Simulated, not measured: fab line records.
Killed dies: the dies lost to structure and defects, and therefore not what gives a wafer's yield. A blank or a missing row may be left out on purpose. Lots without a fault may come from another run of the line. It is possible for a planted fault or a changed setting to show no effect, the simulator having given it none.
Chamber matching :: flow nand-harc :: NHARC_P_M1_STRIP_18 on rie-diel-06 has 4 sister chambers
The step strips in N2/H2. 8 wafers are shown with their chamber, then 7 later ones without.

## WAFERS PAIRED WITH THEIR CHAMBERS
wafer: L078.2
chamber: 3
drypump-motor-current-A (A): 5.8
showerhead-plenum-p-Torr (Torr): 2.21

wafer: L082.1
chamber: 1
drypump-motor-current-A (A): 4.9
showerhead-plenum-p-Torr (Torr): 1.94

wafer: L082.5
chamber: 2
drypump-motor-current-A (A): 5.7
showerhead-plenum-p-Torr (Torr): 2.07

wafer: L090.2
chamber: 0
drypump-motor-current-A (A): 5.9
showerhead-plenum-p-Torr (Torr): 2.19

wafer: L090.3
chamber: 1
drypump-motor-current-A (A): 4.9
showerhead-plenum-p-Torr (Torr): 1.94

wafer: L090.6
chamber: 2
drypump-motor-current-A (A): 5.7
showerhead-plenum-p-Torr (Torr): 2.07

wafer: L091.2
chamber: 3
drypump-motor-current-A (A): 5.8
showerhead-plenum-p-Torr (Torr): 2.20

wafer: L091.3
chamber: 0
drypump-motor-current-A (A): 6.0
showerhead-plenum-p-Torr (Torr): 2.19

## WAFERS MISSING THEIR CHAMBER
wafer: L091.6
drypump-motor-current-A (A): 5.8
showerhead-plenum-p-Torr (Torr): 2.20

wafer: L094.1
drypump-motor-current-A (A): 5.7
showerhead-plenum-p-Torr (Torr): 2.07

wafer: L094.3
drypump-motor-current-A (A): 5.8
showerhead-plenum-p-Torr (Torr): 2.20

wafer: L094.6
drypump-motor-current-A (A): 5.8
showerhead-plenum-p-Torr (Torr): 2.20

wafer: L097.2
drypump-motor-current-A (A): 5.7
showerhead-plenum-p-Torr (Torr): 2.07

wafer: L097.4
drypump-motor-current-A (A): 5.8
showerhead-plenum-p-Torr (Torr): 2.20

wafer: L097.5
drypump-motor-current-A (A): 6.0
showerhead-plenum-p-Torr (Torr): 2.19

## EACH ONE'S CHAMBER
wafer: L091.6
from the rows above: 3
in truth: 3

wafer: L094.1
from the rows above: 2
in truth: 2

wafer: L094.3
from the rows above: 3
in truth: 3

wafer: L094.6
from the rows above: 3
in truth: 3

wafer: L097.2
from the rows above: 2
in truth: 2

wafer: L097.4
from the rows above: 3
in truth: 3

wafer: L097.5
from the rows above: 0
in truth: 0
Correct placement for 7 of the 7. Number that these rows cannot place: 0. Wrongly placed: 0.
How it was worked out, from the rows above alone: a wafer's distance from a chamber is the root of the sum, over the readings, of the square of ((its reading less the chamber's mean) divided by the reading's scatter). The wafer belongs to the nearest chamber; if the next one is less than 2 further off, it can't be placed. For every chamber, the mean is computed from those of its wafers that are shown. The scatter is the square root of a quotient: the sum, over the shown wafers, of each reading's squared deviation from its chamber's mean, divided by wafers minus chambers.
